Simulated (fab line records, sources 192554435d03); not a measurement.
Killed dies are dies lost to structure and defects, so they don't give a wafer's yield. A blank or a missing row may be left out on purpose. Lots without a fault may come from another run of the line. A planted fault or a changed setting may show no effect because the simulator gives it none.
fab line records | flow n5_finfet
record lots=24 wafers=72 last_day=18
route steps=1938 shown ZERO_LAYER@15 FIN_SAQP@111
lots that met no fault: from a run of the same line without faults
start_h: hours from the record's first day to the start of the lot's first wafer shown | wait_h: hours since the lot's step before | " the same as in the row above | L1.1+2: a row that stands for several wafers | - no value, or no start given | * or withheld: withheld | < > ~ a bound
route shown NAME@n: a module of which the file shows steps, and the number in the route of the first | usual: mean/standard deviation of fault-free wafers | same: alike in all rows | chamber/n: place in a boat | sites: the reading at each site | _std_site: their standard deviation | _edge_site: outer sites' mean less inner sites' | radius_mm: how far each site lies from the wafer's centre | mask NAME#n: copy n | behind: the tool/chamber that last shaped the wafer | hold: why the lot was held/for how many hours/how that ended | device: the transistor (n, p or np) that didn't switch | end of line: the same wafers' tests at the end of the route | a step without rows: its recipe alone | killed: dies lost to structure and defects at the first sort, not the wafer's yield | map: a wafer's dies, x killed, . not, _ none there
set.NAME: the setting as run; set.NAME@STEP: as run at that earlier step | model.NAME: the simulator's own value behind a step, which no gauge read
steps of the route over a sample of lots; a table a step, a row a wafer
services: from which hour (start_h, from the record's first day; less than 0 if before it) a tool's chamber was out of use, for how many hours, and why
## steps
# step N5_ZERO_LAYER_ETCH_17
# recipe chemistry=CF4 target=SiO2 target_depth_a=120 time_s=13.3 ion_energy_ev=350 pressure_mtorr=40 source_w=450 bias_w=215 Ar_flow_sccm=100 cf4_flow_sccm=100
# usual drypump_motor_current_A=5.8/0.41 oes_product_au=0.77/0.067 rf_vpp_V=950/4.9 showerhead_plenum_p_Torr=2.16/0.075 throttle_valve_pct=15.68/0.15
# same time_s=13.3
# columns lot.wafer tool chamber start_h wait_h drypump_motor_current_A oes_product_au rf_hours_counter_h rf_vpp_V showerhead_plenum_p_Torr throttle_valve_pct
L074.2 rie_diel-02 0 13.03 0.0 5.7 0.79 106 950 2.16 15.50
L074.3 " 3 " " 5.9 0.73 143 943 2.06 15.63
L074.4 " 2 " " 5.0 0.78 134 951 2.14 15.44
L075.1 rie_diel-01 1 18.85 0.0 6.5 0.66 248 953 2.19 15.87
L075.3 " 2 " " 5.9 0.77 132 955 2.24 15.79
L075.5 " 2 " " 6.0 0.77 - 954 2.24 15.78
L076.1 rie_diel-02 0 24.74 0.0 5.7 0.79 110 951 2.16 15.52
L076.2 " 2 " " 4.9 0.78 137 949 2.14 15.46
L076.5 " 3 " " 5.9 0.74 - 944 2.06 15.65
L077.1 rie_diel-01 2 30.72 0.0 6.0 0.76 137 954 2.24 15.80
L077.2 " 3 " " 5.0 0.75 148 944 2.07 15.60
L077.3 " 0 " " 6.1 0.82 101 944 2.08 15.74
L078.3 rie_diel-05 3 37.00 0.0 5.6 0.73 176 953 2.21 15.62
L078.5 " 3 " " 5.6 0.74 - 953 2.21 15.62
L078.6 " 0 " " 5.8 0.90 - 957 2.26 15.56
L079.1 rie_diel-01 0 42.80 0.0 6.1 0.82 107 944 2.07 15.76
L079.4 " 2 " " 6.0 0.75 - 954 2.23 15.79
L079.6 " 0 " " 6.1 0.82 - 945 2.07 15.79
L080.2 rie_diel-02 1 48.89 0.0 6.2 0.76 159 954 2.23 15.66
L080.4 " 3 " " 5.9 0.72 156 944 2.05 15.66
L080.5 " 0 " " 5.7 0.77 - 949 2.16 15.53
L081.1 rie_diel-01 0 54.72 0.0 6.0 0.81 111 945 2.07 15.78
L081.2 " 3 " " 5.0 0.74 158 942 2.06 15.63
L081.3 " 1 " " 6.5 0.97 3 951 2.18 15.38
L082.1 rie_diel-01 0 60.71 0.0 6.0 0.81 112 945 2.07 15.78
L082.3 " 2 " " 6.0 0.75 148 954 2.23 15.81
L082.6 " 1 " " 6.5 0.97 - 952 2.18 15.39
L083.2 rie_diel-05 0 66.84 0.0 5.9 0.90 41 956 2.26 15.59
L083.5 " 0 " " 5.8 0.89 - 957 2.26 15.57
L083.6 " 3 " " 5.6 0.73 - 953 2.21 15.64
L084.3 rie_diel-02 0 72.84 0.0 5.7 0.77 126 949 2.16 15.55
L084.5 " 2 " " 4.9 0.77 - 950 2.13 15.51
L084.6 " 1 " " 6.2 0.75 - 955 2.23 15.66
L085.1 rie_diel-05 2 78.73 0.0 5.6 0.73 182 954 2.22 15.63
L085.2 " 1 " " 5.7 0.73 146 943 2.06 15.97
L085.5 " 0 " " 5.8 0.88 - 957 2.26 15.59
L086.1 rie_diel-01 0 84.72 0.0 6.1 0.80 119 945 2.07 15.79
L086.3 " 2 " " 6.0 0.76 155 954 2.23 15.83
L086.4 " 1 " " 6.5 0.95 - 951 2.18 15.40
L087.2 rie_diel-02 0 90.72 0.0 5.7 0.77 132 950 2.16 15.56
L087.3 " 1 " " 6.2 0.75 171 954 2.23 15.69
L087.4 " 3 " " 5.9 0.71 169 944 2.05 15.68
L088.2 rie_diel-01 0 96.71 0.0 6.0 0.80 123 942 2.07 15.79
L088.5 " 1 " " 6.5 0.92 - 952 2.18 15.41
L088.6 " 0 " " 6.0 0.79 - 945 2.07 15.80
L089.2 rie_diel-05 2 102.73 0.0 5.6 0.73 189 953 2.21 15.67
L089.3 " 3 " " 5.6 0.73 195 954 2.21 15.66
L089.6 " 0 " " 5.9 0.87 - 956 2.26 15.59
L090.1 rie_diel-05 1 108.84 0.0 5.7 0.73 153 943 2.06 15.98
L090.2 " 0 " " 5.9 0.87 53 956 2.26 15.61
L090.3 " 3 " " 5.6 0.73 196 953 2.21 15.66
L091.2 rie_diel-05 3 114.84 0.0 5.6 0.71 199 952 2.20 15.65
L091.4 " 0 " " 5.9 0.86 55 956 2.26 15.60
L091.5 " 0 " " 5.9 0.86 - 954 2.26 15.60
L092.1 rie_diel-01 3 121.06 0.0 5.0 0.72 176 943 2.06 15.66
L092.4 " 0 " " 6.0 0.79 131 943 2.07 15.81
L092.6 " 3 " " 5.0 0.72 - 943 2.06 15.67
L093.1 rie_diel-05 0 127.01 0.0 5.9 0.87 58 957 2.25 15.62
L093.3 " 1 " " 5.7 0.72 159 944 2.06 16.01
L093.5 " 3 " " 5.6 0.72 - 953 2.20 15.67
L094.1 rie_diel-05 1 132.84 0.0 5.7 0.72 159 943 2.06 16.00
L094.2 " 0 " " 5.9 0.86 59 954 2.25 15.61
L094.5 " 2 " " 5.6 0.72 - 954 2.21 15.68
L095.2 rie_diel-05 3 138.89 0.0 5.6 0.72 205 954 2.20 15.70
L095.3 " 0 " " 5.8 0.86 61 956 2.25 15.61
L095.5 " 0 " " 5.9 0.86 - 955 2.25 15.63
L096.2 rie_diel-02 3 144.83 0.0 5.9 0.71 187 942 2.04 15.72
L096.4 " 0 " " 5.8 0.76 151 948 2.15 15.60
L096.6 " 2 " " 4.9 0.74 - 947 2.13 15.54
L097.2 rie_diel-02 0 150.71 0.0 5.7 0.75 153 949 2.15 15.60
L097.3 " 2 " " 5.0 0.72 179 948 2.12 15.53
L097.6 " 3 " " 5.9 0.70 - 941 2.04 15.73
# step N5_ZERO_LAYER_STRIP_24
# recipe chemistry=O2 power_w=1000 temp_c=250 overash_fraction=0.3 pressure_mtorr=1000 o2_flow_sccm=6750
# usual drypump_motor_current_A=5.76/0.096 heater_power_w=300/11 oes_product_au=0.647/0.0045 strip_time_to_endpoint_s=43.83/0.097
# columns lot.wafer tool chamber start_h wait_h drypump_motor_current_A heater_power_w oes_product_au rf_hours_counter_h strip_time_to_endpoint_s
L074.2 plasma_asher-02 1 13.21 0.1 5.95 298 0.643 76 43.84
L074.3 " 0 " " 5.69 275 0.645 - 43.79
L074.4 " 1 " " 5.94 305 0.652 - 43.90
L075.1 plasma_asher-01 0 19.02 0.1 5.82 308 0.650 24 44.10
L075.3 " 1 " " 5.64 297 0.649 - 44.05
L075.5 " 1 " " 5.70 299 0.645 - 43.98
L076.1 plasma_asher-02 0 24.92 0.1 5.67 278 0.646 79 43.69
L076.2 " 1 " " 5.95 305 0.651 79 43.71
L076.5 " 0 " " 5.67 274 0.645 - 43.80
L077.1 plasma_asher-01 1 30.89 0.1 5.66 297 0.646 26 43.83
L077.2 " 0 " " 5.80 309 0.649 26 43.79
L077.3 " 0 " " 5.84 305 0.649 - 43.79
L078.3 plasma_asher-01 1 37.20 0.1 5.66 310 0.652 - 43.83
L078.5 " 1 " " 5.67 303 0.646 - 43.71
L078.6 " 0 " " 5.83 306 0.641 - 43.68
L079.1 plasma_asher-01 1 42.97 0.1 5.67 300 0.648 28 43.90
L079.4 " 0 " " 5.80 308 0.643 - 43.99
L079.6 " 0 " " 5.82 297 0.646 - 43.95
L080.2 plasma_asher-01 1 49.07 0.1 5.65 297 0.651 29 43.77
L080.4 " 1 " " 5.69 313 0.641 - 43.87
L080.5 " 0 " " 5.81 310 0.644 - 43.73
L081.1 plasma_asher-01 1 54.90 0.1 5.67 292 0.648 31 43.86
L081.2 " 0 " " 5.83 310 0.655 31 43.85
L081.3 " 1 " " 5.66 305 0.643 - 43.87
L082.1 plasma_asher-01 0 60.89 0.1 5.83 303 0.645 32 43.76
L082.3 " 0 " " 5.83 311 0.650 - 43.74
L082.6 " 1 " " 5.65 295 0.648 - 43.77
L083.2 plasma_asher-01 1 67.02 0.1 5.65 306 0.641 33 43.91
L083.5 " 0 " " 5.78 303 0.660 - 44.01
L083.6 " 1 " " 5.65 300 0.651 - 43.90
L084.3 plasma_asher-01 1 73.04 0.1 5.69 303 0.652 - 43.93
L084.5 " 1 " " 5.69 306 0.648 - 43.92
L084.6 " 0 " " 5.80 318 0.638 - 43.84
L085.1 plasma_asher-01 1 78.91 0.1 5.65 306 0.647 35 43.73
L085.2 " 0 " " 5.80 311 0.646 35 43.81
L085.5 " 0 " " 5.81 294 0.644 - 43.79
L086.1 plasma_asher-01 0 84.90 0.1 5.85 304 0.648 36 43.94
L086.3 " 1 " " 5.67 309 0.651 - 43.87
L086.4 " 0 " " 5.84 316 0.654 - 43.87
L087.2 plasma_asher-02 1 90.89 0.1 5.97 303 0.647 94 43.85
L087.3 " 1 " " 5.94 296 0.650 - 43.71
L087.4 " 0 " " 5.68 269 0.655 - 43.90
L088.2 plasma_asher-02 1 96.89 0.1 5.93 304 0.646 95 43.98
L088.5 " 1 " " 5.91 301 0.646 - 43.92
L088.6 " 0 " " 5.71 271 0.645 - 43.89
L089.2 plasma_asher-01 1 102.91 0.1 5.64 299 0.650 39 43.95
L089.3 " 0 " " 5.85 305 0.642 - 43.92
L089.6 " 0 " " 5.82 304 0.645 - 43.99
L090.1 plasma_asher-01 0 109.02 0.1 5.81 306 0.647 40 43.78
L090.2 " 1 " " 5.67 303 0.644 40 43.82
L090.3 " 1 " " 5.69 297 0.647 - 43.77
L091.2 plasma_asher-01 0 115.02 0.1 5.81 305 0.646 41 43.81
L091.4 " 1 " " 5.65 303 0.640 - 43.83
L091.5 " 0 " " 5.82 304 0.640 - 43.89
L092.1 plasma_asher-02 0 121.24 0.1 5.70 278 0.650 99 43.78
L092.4 " 0 " " 5.68 275 0.640 - 43.81
L092.6 " 0 " " 5.69 266 0.644 - 43.82
L093.1 plasma_asher-01 0 127.20 0.1 5.82 306 0.646 44 43.71
L093.3 " 1 " " 5.64 301 0.646 - 43.70
L093.5 " 0 " " 5.82 310 0.640 - 43.71
L094.1 plasma_asher-01 1 133.02 0.1 5.70 297 0.641 45 43.72
L094.2 " 0 " " 5.80 304 0.651 45 43.70
L094.5 " 1 " " 5.68 303 0.647 - 43.78
L095.2 plasma_asher-01 0 139.07 0.1 5.80 314 0.642 46 43.76
L095.3 " 0 " " 5.82 315 0.642 - 43.78
L095.5 " 1 " " 5.73 300 0.641 - 43.75
L096.2 plasma_asher-02 1 145.01 0.1 5.96 301 0.645 104 43.83
L096.4 " 1 " " 5.96 290 0.640 - 43.78
L096.6 " 0 " " 5.67 280 0.649 - 43.74
L097.2 plasma_asher-01 0 150.91 0.1 5.84 307 0.641 48 43.62
L097.3 " 1 " " 5.68 304 0.646 - 43.70
L097.6 " 0 " " 5.80 303 0.651 - 43.80
# step N5_FIN_SAQP_CD_MEAS_16
# recipe target_cd_nm=35.6 landing_energy_ev=500 detector=se_inlens
# usual cd_nm=35.6/0.33
# columns lot.wafer tool chamber start_h wait_h cd_nm
L074.2 cd_sem-03 0 23.72 - 35.8
L074.3 " 0 " " 35.6
L074.4 " 0 " " 35.5
L075.1 cd_sem-01 0 27.48 - 35.4
L075.3 " 0 " " 35.6
L075.5 " 0 " " 35.6
L076.1 cd_sem-03 0 34.31 - 35.3
L076.2 " 0 " " 35.5
L076.5 " 0 " " 36.2
L077.1 cd_sem-03 0 39.20 - 36.0
L077.2 " 0 " " 35.6
L077.3 " 0 " " 36.1
L078.3 cd_sem-03 0 45.88 - 35.2
L078.5 " 0 " " 35.0
L078.6 " 0 " " 35.6
L079.1 cd_sem-03 0 51.73 - 35.4
L079.4 " 0 " " 36.0
L079.6 " 0 " " 35.6
L080.2 cd_sem-02 0 58.51 - 36.0
L080.4 " 0 " " 36.1
L080.5 " 0 " " 36.1
L081.1 cd_sem-03 0 64.70 - 35.7
L081.2 " 0 " " 36.1
L081.3 " 0 " " 35.0
L082.1 cd_sem-02 0 70.45 - 35.5
L082.3 " 0 " " 35.6
L082.6 " 0 " " 35.7
L083.2 cd_sem-01 0 75.88 - 35.8
L083.5 " 0 " " 36.5
L083.6 " 0 " " 35.7
L084.3 cd_sem-01 0 83.63 - 35.2
L084.5 " 0 " " 35.5
L084.6 " 0 " " 35.7
L085.1 cd_sem-03 0 87.45 - 35.1
L085.2 " 0 " " 36.3
L085.5 " 0 " " 35.7
L086.1 cd_sem-03 0 94.26 - 35.9
L086.3 " 0 " " 35.5
L086.4 " 0 " " 35.3
L087.2 cd_sem-03 0 100.13 - 35.9
L087.3 " 0 " " 35.9
L087.4 " 0 " " 36.0
L088.2 cd_sem-01 0 105.21 - 36.1
L088.5 " 0 " " 35.3
L088.6 " 0 " " 35.5
L089.2 cd_sem-01 0 112.52 - 35.0
L089.3 " 0 " " 35.5
L089.6 " 0 " " 35.8
L090.1 cd_sem-03 0 118.15 - 35.9
L090.2 " 0 " " 35.9
L090.3 " 0 " " 36.1
L091.2 cd_sem-02 0 123.57 - 35.9
L091.4 " 0 " " 35.2
L091.5 " 0 " " 35.2
L092.1 cd_sem-03 0 130.10 - 35.7
L092.4 " 0 " " 35.4
L092.6 " 0 " " 36.0
L093.1 cd_sem-02 0 136.42 - 36.0
L093.3 " 0 " " 36.1
L093.5 " 0 " " 35.4
L094.1 cd_sem-01 0 143.04 - 34.9
L094.2 " 0 " " 35.5
L094.5 " 0 " " 35.2
L095.2 cd_sem-02 0 148.80 - 35.2
L095.3 " 0 " " 35.4
L095.5 " 0 " " 35.9
L096.2 cd_sem-01 0 154.68 - 35.4
L096.4 " 0 " " 35.7
L096.6 " 0 " " 35.4
L097.2 cd_sem-02 0 159.44 - 35.8
L097.3 " 0 " " 36.2
L097.6 " 0 " " 35.7
# step N5_FIN_SAQP_OVL_MEAS_17
# recipe points_per_wafer=44
# usual FIN_CORE_OVL=0.5/0.75
# columns lot.wafer tool chamber start_h wait_h FIN_CORE_OVL[nm]
L074.2 overlay-02 0 23.75 0.0 0.7
L074.3 " 0 " " -0.4
L074.4 " 0 " " 0.6
L075.1 overlay-01 0 27.52 0.0 0.3
L075.3 " 0 " " 0.0
L075.5 " 0 " " 0.1
L076.1 overlay-02 0 34.35 0.0 1.1
L076.2 " 0 " " 1.2
L076.5 " 0 " " -0.2
L077.1 overlay-01 0 39.24 0.0 0.9
L077.2 " 0 " " 1.8
L077.3 " 0 " " 0.8
L078.3 overlay-01 0 45.91 0.0 1.3
L078.5 " 0 " " -0.6
L078.6 " 0 " " 0.6
L079.1 overlay-02 0 51.77 0.0 -0.8
L079.4 " 0 " " 0.6
L079.6 " 0 " " 0.1
L080.2 overlay-01 0 58.55 0.0 -0.7
L080.4 " 0 " " 1.2
L080.5 " 0 " " -0.7
L081.1 overlay-02 0 64.74 0.0 1.4
L081.2 " 0 " " 0.5
L081.3 " 0 " " -0.3
L082.1 overlay-02 0 70.49 0.0 -0.2
L082.3 " 0 " " 0.3
L082.6 " 0 " " 0.7
L083.2 overlay-02 0 75.92 0.0 1.1
L083.5 " 0 " " -1.1
L083.6 " 0 " " -0.7
L084.3 overlay-01 0 83.66 0.0 0.2
L084.5 " 0 " " 1.2
L084.6 " 0 " " 0.1
L085.1 overlay-02 0 87.49 0.0 1.6
L085.2 " 0 " " 0.8
L085.5 " 0 " " 0.8
L086.1 overlay-01 0 94.30 0.0 0.4
L086.3 " 0 " " 1.4
L086.4 " 0 " " -1.4
L087.2 overlay-01 0 100.17 0.0 2.3
L087.3 " 0 " " 1.3
L087.4 " 0 " " 1.1
L088.2 overlay-01 0 105.25 0.0 0.5
L088.5 " 0 " " 0.0
L088.6 " 0 " " 0.3
L089.2 overlay-01 0 112.56 0.0 0.6
L089.3 " 0 " " 0.3
L089.6 " 0 " " 0.4
L090.1 overlay-02 0 118.19 0.0 1.5
L090.2 " 0 " " 0.6
L090.3 " 0 " " 0.0
L091.2 overlay-02 0 123.61 0.0 2.2
L091.4 " 0 " " 1.6
L091.5 " 0 " " 0.4
L092.1 overlay-02 0 130.14 0.0 -1.4
L092.4 " 0 " " 0.3
L092.6 " 0 " " -0.1
L093.1 overlay-01 0 136.46 0.0 1.0
L093.3 " 0 " " -0.6
L093.5 " 0 " " -0.2
L094.1 overlay-02 0 143.08 0.0 2.1
L094.2 " 0 " " 0.5
L094.5 " 0 " " 0.2
L095.2 overlay-01 0 148.84 0.0 -0.4
L095.3 " 0 " " 0.3
L095.5 " 0 " " 0.5
L096.2 overlay-01 0 154.72 0.0 0.8
L096.4 " 0 " " 1.1
L096.6 " 0 " " -0.1
L097.2 overlay-01 0 159.48 0.0 0.8
L097.3 " 0 " " 1.4
L097.6 " 0 " " 1.1
# step N5_FIN_SAQP_STRIP_55
# recipe chemistry=N2/H2 power_w=500 temp_c=40 pressure_mtorr=50 rf_frequency_hz=6e+07 overash_fraction=0.3 bias_power_w=28 h2_frac=0.5 n2_flow_sccm=300 h2_flow_sccm=300
# usual drypump_motor_current_A=5.7/0.63 oes_product_au=0.81/0.1 rf_vpp_V=121.7/1.4 showerhead_plenum_p_Torr=3.29/0.081 throttle_valve_pct=19.0/0.33
# columns lot.wafer tool chamber start_h wait_h drypump_motor_current_A oes_product_au rf_hours_counter_h rf_vpp_V showerhead_plenum_p_Torr throttle_valve_pct
L074.2 rie_diel-06 3 24.19 0.1 6.7 0.72 214 122.9 3.32 19.1
L074.3 " 1 " " 4.9 0.89 42 120.6 3.29 18.8
L074.4 " 0 " " 5.2 0.96 6 121.9 3.31 19.1
L075.1 rie_diel-04 2 28.29 0.1 5.9 0.74 170 121.8 3.35 19.1
L075.3 " 3 " " 5.7 0.98 7 125.3 3.28 19.1
L075.5 " 3 " " 5.7 0.98 - 123.7 3.28 19.0
L076.1 rie_diel-03 0 34.95 0.1 5.0 0.68 242 124.8 3.44 19.3
L076.2 " 3 " " 6.5 0.69 228 120.0 3.17 18.8
L076.5 " 3 " " 6.5 0.70 - 122.7 3.17 18.8
L077.1 rie_diel-04 2 39.68 0.1 5.8 0.72 173 120.4 3.35 19.2
L077.2 " 1 " " 6.1 0.98 2 123.8 3.31 18.4
L077.3 " 3 " " 5.7 0.97 11 123.4 3.28 19.1
L078.3 rie_diel-03 2 46.36 0.1 4.8 0.70 243 120.3 3.34 19.2
L078.5 " 0 " " 5.0 0.67 - 121.9 3.44 19.3
L078.6 " 3 " " 6.6 0.68 - 122.2 3.16 18.8
L079.1 rie_diel-03 0 52.44 0.1 5.0 0.67 249 121.6 3.44 19.3
L079.4 " 2 " " 4.8 0.70 245 119.9 3.33 19.2
L079.6 " 0 " " 5.0 0.67 - 123.1 3.44 19.3
L080.2 rie_diel-06 1 59.04 0.1 4.9 0.88 52 121.8 3.29 18.8
L080.4 " 3 " " 6.7 0.71 227 120.6 3.31 19.1
L080.5 " 3 " " 6.7 0.72 - 121.0 3.31 19.1
L081.1 rie_diel-03 3 65.18 0.1 6.5 0.68 241 121.0 3.16 18.8
L081.2 " 2 " " 4.8 0.70 250 120.3 3.33 19.2
L081.3 " 1 " " 6.6 0.72 184 120.2 3.23 19.7
L082.1 rie_diel-04 0 70.93 0.1 5.5 0.78 105 120.4 3.25 18.8
L082.3 " 1 " " 6.1 0.94 14 119.7 3.30 18.4
L082.6 " 0 " " 5.5 0.78 - 121.3 3.25 18.8
L083.2 rie_diel-04 1 76.41 0.1 6.1 0.93 16 122.2 3.30 18.4
L083.5 " 2 " " 5.9 0.71 - 119.7 3.34 19.1
L083.6 " 1 " " 6.1 0.93 - 123.2 3.30 18.4
L084.3 rie_diel-03 1 84.10 0.1 6.6 0.70 191 119.1 3.22 19.7
L084.5 " 1 " " 6.6 0.72 - 118.5 3.22 19.7
L084.6 " 3 " " 6.5 0.70 - 121.4 3.16 18.9
L085.1 rie_diel-04 0 87.93 0.1 5.5 0.79 112 124.3 3.25 18.9
L085.2 " 1 " " 6.1 0.92 21 123.4 3.30 18.5
L085.5 " 0 " " 5.5 0.78 - 121.0 3.24 18.8
L086.1 rie_diel-04 3 94.76 0.1 5.7 0.91 33 121.3 3.27 19.1
L086.3 " 2 " " 5.9 0.71 193 120.4 3.34 19.2
L086.4 " 1 " " 6.2 0.92 24 121.4 3.30 18.4
L087.2 rie_diel-06 1 100.77 0.1 4.8 0.85 64 120.3 3.28 18.8
L087.3 " 3 " " 6.7 0.69 238 121.5 3.30 19.2
L087.4 " 0 " " 5.2 0.88 32 121.8 3.29 19.2
L088.2 rie_diel-06 0 106.68 0.3 5.2 0.90 34 123.4 3.29 19.2
L088.5 " 2 " " 5.4 0.73 - 120.8 3.22 19.4
L088.6 " 1 " " 4.9 0.86 - 123.6 3.28 18.8
L089.2 rie_diel-04 0 113.46 0.2 5.5 0.78 121 121.2 3.24 18.9
L089.3 " 1 " " 6.1 0.89 31 120.4 3.29 18.4
L089.6 " 3 " " 5.7 0.89 - 124.4 3.26 19.1
L090.1 rie_diel-04 1 118.63 0.1 6.2 0.90 32 120.0 3.29 18.4
L090.2 " 0 " " 5.5 0.77 123 122.4 3.24 18.8
L090.3 " 3 " " 5.7 0.91 42 122.0 3.26 19.1
L091.2 rie_diel-06 0 124.04 0.1 5.2 0.87 40 121.9 3.29 19.2
L091.4 " 1 " " 4.9 0.84 73 120.1 3.28 18.8
L091.5 " 1 " " 4.9 0.85 - 121.9 3.28 18.8
L092.1 rie_diel-03 2 130.93 0.4 4.8 0.95 13 120.9 3.32 18.8
L092.4 " 1 " " 6.6 0.70 211 120.7 3.21 19.7
L092.6 " 2 " " 4.8 0.94 - 123.7 3.32 18.8
L093.1 rie_diel-03 0 136.90 0.1 5.0 0.93 24 122.6 3.43 18.9
L093.3 " 3 " " 6.5 0.98 5 124.4 3.56 18.4
L093.5 " 0 " " 5.0 0.92 - 122.5 3.43 18.9
L094.1 rie_diel-04 1 143.52 0.1 6.1 0.88 37 120.7 3.29 18.5
L094.2 " 3 " " 5.7 0.88 52 123.6 3.26 19.2
L094.5 " 1 " " 6.2 0.88 - 121.8 3.29 18.4
L095.2 rie_diel-03 0 149.33 0.1 5.0 0.89 28 122.1 3.42 18.9
L095.3 " 3 " " 6.5 0.97 9 122.9 3.55 18.4
L095.5 " 2 " " 4.8 0.92 - 120.1 3.32 18.8
L096.2 rie_diel-06 3 155.20 0.1 6.7 1.00 1 121.6 3.30 18.8
L096.4 " 1 " " 4.8 0.84 86 121.1 3.27 18.8
L096.6 " 3 " " 6.7 1.02 - 122.5 3.30 18.8
L097.2 rie_diel-06 1 160.31 0.1 4.9 0.82 88 119.9 3.27 18.9
L097.3 " 3 " " 6.7 0.98 4 120.7 3.29 18.8
L097.6 " 1 " " 4.9 0.82 - 118.3 3.27 18.9
# step N5_FIN_SAQP_MANDREL_ETCH_58
# recipe chemistry=HBr/Cl2 target=a-Si target_depth_a=450 bt_time_s=10 stop_on=SiNx mask_material=SiO2 over_etch_frac=0.8 time_s=27 pressure_mtorr=10 icp_w=800 bias_w=75 HBr_flow_sccm=150 Cl2_flow_sccm=80 ends=end_point
# usual drypump_motor_current_A=5.8/0.31 oes_product_au=0.697/0.013 throttle_valve_pct=35.6/0.44
# columns lot.wafer tool chamber start_h wait_h drypump_motor_current_A oes_product_au rf_hours_counter_h throttle_valve_pct
L074.2 rie_si-03 0 26.13 0.0 6.0 0.717 26 35.9
L074.3 " 2 " " 5.5 0.702 56 34.6
L074.4 " 1 " " 5.7 0.710 4 35.8
L075.1 rie_si-03 0 30.17 0.0 6.0 0.717 26 35.9
L075.3 " 2 " " 5.5 0.693 56 34.6
L075.5 " 0 " " 6.0 0.721 - 35.9
L076.1 rie_si-02 0 36.78 0.0 5.7 0.701 39 36.2
L076.2 " 3 " " 5.7 0.700 2 35.1
L076.5 " 3 " " 5.7 0.705 - 35.1
L077.1 rie_si-04 3 41.54 0.0 6.0 0.715 49 35.6
L077.2 " 2 " " 6.0 0.707 24 36.0
L077.3 " 1 " " 5.9 0.678 65 35.6
L078.3 rie_si-02 3 48.77 0.0 5.7 0.700 2 35.1
L078.5 " 0 " " 5.7 0.697 - 36.3
L078.6 " 1 " " 5.8 0.676 - 35.1
L079.1 rie_si-04 3 55.70 0.0 6.0 0.701 49 35.6
L079.4 " 2 " " 6.0 0.705 25 36.0
L079.6 " 2 " " 6.0 0.707 - 36.0
L080.2 rie_si-02 2 61.47 0.0 5.2 0.688 6 35.8
L080.4 " 1 " " 5.8 0.682 76 35.1
L080.5 " 0 " " 5.7 0.689 - 36.3
L081.1 rie_si-04 3 66.99 0.0 6.0 0.695 49 35.6
L081.2 " 2 " " 5.9 0.707 25 36.0
L081.3 " 1 " " 5.9 0.668 65 35.5
L082.1 rie_si-03 1 73.14 0.0 5.6 0.688 5 35.8
L082.3 " 0 " " 6.0 0.715 27 35.9
L082.6 " 1 " " 5.6 0.701 - 35.8
L083.2 rie_si-04 1 78.59 0.0 5.9 0.670 65 35.6
L083.5 " 1 " " 5.9 0.675 - 35.6
L083.6 " 2 " " 6.0 0.707 - 36.0
L084.3 rie_si-02 0 86.50 0.0 5.7 0.699 40 36.3
L084.5 " 1 " " 5.8 0.681 - 35.1
L084.6 " 0 " " 5.7 0.717 - 36.2
L085.1 rie_si-02 3 90.13 0.0 5.7 0.701 3 35.1
L085.2 " 2 " " 5.2 0.692 7 35.7
L085.5 " 0 " " 5.7 0.712 - 36.2
L086.1 rie_si-04 0 98.17 0.0 6.5 0.690 1 35.9
L086.3 " 3 " " 6.0 0.709 50 35.6
L086.4 " 1 " " 5.9 0.666 65 35.6
L087.2 rie_si-04 1 103.61 0.0 5.9 0.672 66 35.6
L087.3 " 3 " " 6.0 0.707 50 35.6
L087.4 " 0 " " 6.5 0.701 2 35.9
L088.2 rie_si-02 1 108.58 0.0 5.8 0.673 77 35.2
L088.5 " 3 " " 5.7 0.707 - 35.1
L088.6 " 2 " " 5.2 0.699 - 35.7
L089.2 rie_si-03 1 116.14 0.0 5.7 0.697 6 35.8
L089.3 " 0 " " 6.0 0.719 28 35.8
L089.6 " 2 " " 5.5 0.714 - 34.6
L090.1 rie_si-02 1 120.53 0.0 5.8 0.678 77 35.1
L090.2 " 3 " " 5.6 0.684 4 35.1
L090.3 " 2 " " 5.2 0.695 7 35.8
L091.2 rie_si-02 1 126.22 0.0 5.8 0.678 77 35.2
L091.4 " 2 " " 5.2 0.701 7 35.8
L091.5 " 0 " " 5.7 0.703 - 36.3
L092.1 rie_si-03 0 133.19 0.0 6.0 0.717 28 35.8
L092.4 " 3 " " 6.1 0.689 4 35.4
L092.6 " 0 " " 6.0 0.714 - 35.9
L093.1 rie_si-03 1 139.39 0.0 5.7 0.705 7 35.8
L093.3 " 0 " " 6.1 0.718 28 35.9
L093.5 " 2 " " 5.5 0.704 - 34.6
L094.1 rie_si-03 3 145.46 0.0 6.1 0.678 4 35.5
L094.2 " 2 " " 5.5 0.707 59 34.6
L094.5 " 3 " " 6.1 0.690 - 35.5
L095.2 rie_si-03 3 151.71 0.0 6.1 0.690 4 35.5
L095.3 " 2 " " 5.5 0.694 59 34.6
L095.5 " 0 " " 6.0 0.725 - 35.8
L096.2 rie_si-04 3 157.10 0.0 6.0 0.701 51 35.6
L096.4 " 1 " " 5.9 0.672 66 35.6
L096.6 " 3 " " 6.0 0.707 - 35.6
L097.2 rie_si-04 1 163.09 0.0 5.9 0.675 67 35.6
L097.3 " 2 " " 6.0 0.701 26 36.0
L097.6 " 0 " " 6.5 0.695 - 35.9
## services
# columns tool chamber start_h hours kind
rie_diel-03 0 11.54 4.0 repair
rie_diel-01 3 11.86 17.0 repair
rie_diel-04 1 15.77 - clean
rie_diel-04 1 15.77 - consumable_replace:focus_ring
rie_diel-04 1 15.77 18.7 scheduled_down
rie_diel-04 1 15.77 18.7 vent_cycle
rie_diel-01 1 29.01 - clean
rie_diel-01 1 29.01 - consumable_replace:focus_ring
rie_diel-01 1 29.01 16.7 scheduled_down
rie_diel-01 1 29.01 16.7 vent_cycle
rie_diel-04 2 31.94 2.5 repair
rie_diel-03 0 54.03 - clean
rie_diel-03 0 54.03 - consumable_replace:focus_ring
rie_diel-01 3 76.84 10.0 repair
rie_si-03 - 81.65 0.4 repair
rie_diel-06 3 81.71 6.0 repair
rie_diel-05 1 91.99 2.6 repair
rie_diel-02 1 92.88 3.0 repair
rie_diel-03 - 97.60 2.8 pm
rie_diel-02 1 113.71 14.4 repair
rie_diel-04 1 120.81 9.9 repair
rie_diel-04 0 148.13 8.1 repair
plasma_asher-02 - 152.51 4.4 repair
rie_diel-02 1 163.00 10.2 repair
## key
fault none
